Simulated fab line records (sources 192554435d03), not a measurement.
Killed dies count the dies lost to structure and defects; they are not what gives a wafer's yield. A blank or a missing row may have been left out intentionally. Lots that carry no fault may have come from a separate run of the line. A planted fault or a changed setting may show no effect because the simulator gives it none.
Which tool did it? + flow n5 finfet + 12 lots with 36 wafers sampled at 3 steps, on a route of 1938 steps

WHAT EACH GAUGE READ, for each wafer
N5_BEOL_M14_INSPECT_30: inspects for defects (macro). Usual: raw defect count at 2.2, with a standard deviation of 1.5.
| lot  | measured     | on                | raw defect count | flag |
|------|--------------|-------------------|------------------|------|
| L487 | day 11 15:35 | defect inspect-02 | 0 4 1            |      |
| L485 | day 11 15:49 | defect inspect-02 | 3 0 4            |      |
| L486 | day 11 17:26 | defect inspect-01 | 3 3 0            |      |
| L489 | day 12 11:45 | defect inspect-02 | 2 1 2            |      |
| L490 | day 12 23:04 | defect inspect-02 | 3 2 1            |      |
| L491 | day 13 16:17 | defect inspect-01 | 1 3 2            |      |
| L493 | day 13 20:24 | defect inspect-02 | 3 2 4            |      |
| L495 | day 14 16:23 | defect inspect-02 | 1 0 2            |      |
| L497 | day 15 05:24 | defect inspect-01 | 1 2 2            |      |
| L498 | day 15 11:31 | defect inspect-01 | 4 4 1            |      |
| L500 | day 15 14:35 | defect inspect-02 | 3 3 1            |      |
| L505 | day 16 18:07 | defect inspect-02 | 4 2 2            |      |

N5_BEOL_M14_OCD_MEAS_35. Usual: trench depth nm at 555 nm, with a standard deviation of 15.
| lot  | measured     | on     | trench depth nm (nm) | flag |
|------|--------------|--------|----------------------|------|
| L487 | day 11 16:20 | ocd-01 | 536 567 567          |      |
| L485 | day 11 16:28 | ocd-02 | 539 542 553          |      |
| L486 | day 11 18:05 | ocd-02 | 541 563 558          |      |
| L489 | day 12 12:23 | ocd-01 | 545 545 549          |      |
| L490 | day 12 23:43 | ocd-02 | 553 566 539          |      |
| L491 | day 13 16:55 | ocd-02 | 541 550 568          |      |
| L493 | day 13 21:15 | ocd-01 | 598 546 592          |      |
| L495 | day 14 17:27 | ocd-02 | 534 553 569          |      |
| L497 | day 15 06:03 | ocd-01 | 543 542 548          |      |
| L498 | day 15 12:09 | ocd-02 | 537 563 582          |      |
| L500 | day 15 15:17 | ocd-01 | 556 549 575          |      |
| L505 | day 16 18:46 | ocd-01 | 528 562 533          |      |

WHAT TOOL EACH LOT RAN ON (gives the tool, then ch and the chambers of the sampled wafers, and finally the start)
| lot  | N5_BEOL_M14_STRIP_64                          |
|------|-----------------------------------------------|
| L487 | rie diel-03 ch 0,2,3, day 11 15:35 or earlier |
| L485 | rie diel-01 ch 2,3, day 11 15:49 or earlier   |
| L486 | rie diel-06 ch 0,2,3, day 11 17:26 or earlier |
| L489 | rie diel-01 ch 1,3, day 12 11:45 or earlier   |
| L490 | rie diel-01 ch 1,2,3, day 12 23:04 or earlier |
| L491 | rie diel-01 ch 1,2,3, day 13 16:17 or earlier |
| L493 | rie diel-06 ch 0,2, day 13 20:24 or earlier   |
| L495 | rie diel-03 ch 1,2,3, day 14 16:23 or earlier |
| L497 | rie diel-01 ch 1,3, day 15 05:24 or earlier   |
| L498 | rie diel-06 ch 1,2,3, day 15 11:31 or earlier |
| L500 | rie diel-03 ch 0,1, day 15 14:35 or earlier   |
| L505 | rie diel-01 ch 1,2,3, day 16 18:07 or earlier |
- N5_BEOL_M14_STRIP_64: strips in O2.

WHAT THE TOOLS THEMSELVES READ (means of the sampled wafers that have a number; where no wafer has one, the mark that the record gives instead)
N5_BEOL_M14_STRIP_64. Usual: drypump motor current A 5.5 A, standard deviation 0.51; oes product au 0.80 a.u., standard deviation 0.08; rf vpp V 3.7 V, standard deviation 0.52; showerhead plenum p Torr 2.11 Torr, standard deviation 0.079; throttle valve pct 16.69 %, standard deviation 0.23.
| lot  | tool        | drypump motor current A (A) | oes product au (a.u.) | rf vpp V (V) | showerhead plenum p Torr (Torr) | throttle valve pct (%) | flag |
|------|-------------|-----------------------------|-----------------------|--------------|---------------------------------|------------------------|------|
| L487 | rie diel-03 | 5.9                         | 0.75                  | 3.1          | 2.10                            | 16.86                  |      |
| L485 | rie diel-01 | 5.6                         | 0.78                  | 4.1          | 2.20                            | 16.80                  |      |
| L486 | rie diel-06 | 5.0                         | 0.75                  | 3.6          | 2.07                            | 16.74                  |      |
| L489 | rie diel-01 | 6.0                         | 0.86                  | 3.8          | 2.11                            | 16.49                  |      |
| L490 | rie diel-01 | 5.8                         | 0.81                  | 3.3          | 2.15                            | 16.65                  |      |
| L491 | rie diel-01 | 5.8                         | 0.80                  | 3.2          | 2.15                            | 16.66                  |      |
| L493 | rie diel-06 | 5.1                         | 0.74                  | 3.7          | 2.06                            | 16.93                  |      |
| L495 | rie diel-03 | 5.4                         | 0.84                  | 3.7          | 2.13                            | 16.55                  |      |
| L497 | rie diel-01 | 6.0                         | 0.83                  | 3.9          | 2.10                            | 16.53                  |      |
| L498 | rie diel-06 | 5.2                         | 0.75                  | 3.7          | 2.05                            | 16.75                  |      |
| L500 | rie diel-03 | 5.3                         | 0.80                  | 3.5          | 2.06                            | 16.50                  |      |
| L505 | rie diel-01 | 5.8                         | 0.77                  | 3.4          | 2.14                            | 16.70                  |      |

THE ANSWER, worked out from the rows above alone
Rule: a lot counts as off when the mean over its wafers that have a number is more than 3 standard deviations away from the usual mean. A lot without any number at a reading at which 4 lots or more have one is off too. Any other lot the step has rows for is counted as sound. First the gauges in route order, then the tools' own readings, where a lot's mean is used as printed above. The first step at which some lot is off is used, and at that step the reading that is off furthest; a lot without a number counts as furthest.
None of the lots is off at any reading shown; this tells nothing.

WHAT THE SIMULATOR PUT IN
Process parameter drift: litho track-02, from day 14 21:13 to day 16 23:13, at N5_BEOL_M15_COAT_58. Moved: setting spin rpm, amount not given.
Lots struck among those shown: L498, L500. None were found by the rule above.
